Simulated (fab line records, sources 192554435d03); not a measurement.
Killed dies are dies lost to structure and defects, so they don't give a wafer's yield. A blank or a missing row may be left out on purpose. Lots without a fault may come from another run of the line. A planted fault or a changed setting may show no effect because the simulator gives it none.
Chamber matching | flow n5_finfet | N5_BEOL_M7_DEP_56 on pecvd-04: 3 sister chambers
The step deposits SiCN from 3MS/NH3, target thk 10 nm, time 17.5 s. 3 wafers are shown with their chamber, then 7 later ones without.

WAFERS WITH THEIR CHAMBER
wafer  | chamber | throttle_valve_pct (%)
L078.4 | 2       | 8.2
L084.3 | 1       | 8.4
L084.5 | 0       | 8.3

WAFERS WITHOUT THEIR CHAMBER
wafer  | throttle_valve_pct (%)
L084.6 | 8.7
L090.4 | 8.8
L090.5 | 8.2
L090.6 | 8.7
L095.4 | 8.7
L095.5 | 8.7
L095.6 | 8.4

WHICH CHAMBER EACH WENT THROUGH
wafer  | from the rows above          | in truth
L084.6 | can't be placed: 1 or 0 or 2 | 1
L090.4 | can't be placed: 1 or 0 or 2 | 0
L090.5 | can't be placed: 2 or 0 or 1 | 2
L090.6 | can't be placed: 1 or 0 or 2 | 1
L095.4 | can't be placed: 1 or 0 or 2 | 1
L095.5 | can't be placed: 1 or 0 or 2 | 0
L095.6 | can't be placed: 1 or 0 or 2 | 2
Placed correctly: 0 of 7. Can't be placed from these rows: 7 (the true chamber is among the candidates in 7). Placed wrongly: 0.
How it was worked out, from the rows above alone: a wafer's distance from a chamber is the root of the sum, over the readings, of the square of ((its reading less the chamber's mean) divided by the reading's scatter). The wafer belongs to the nearest chamber; if the next one is less than 2 further off, it can't be placed. A chamber's mean is the mean of its shown wafers. The scatter: with one shown wafer a chamber, the root of the mean of the squares of how far each hidden wafer lies from its nearest shown one.
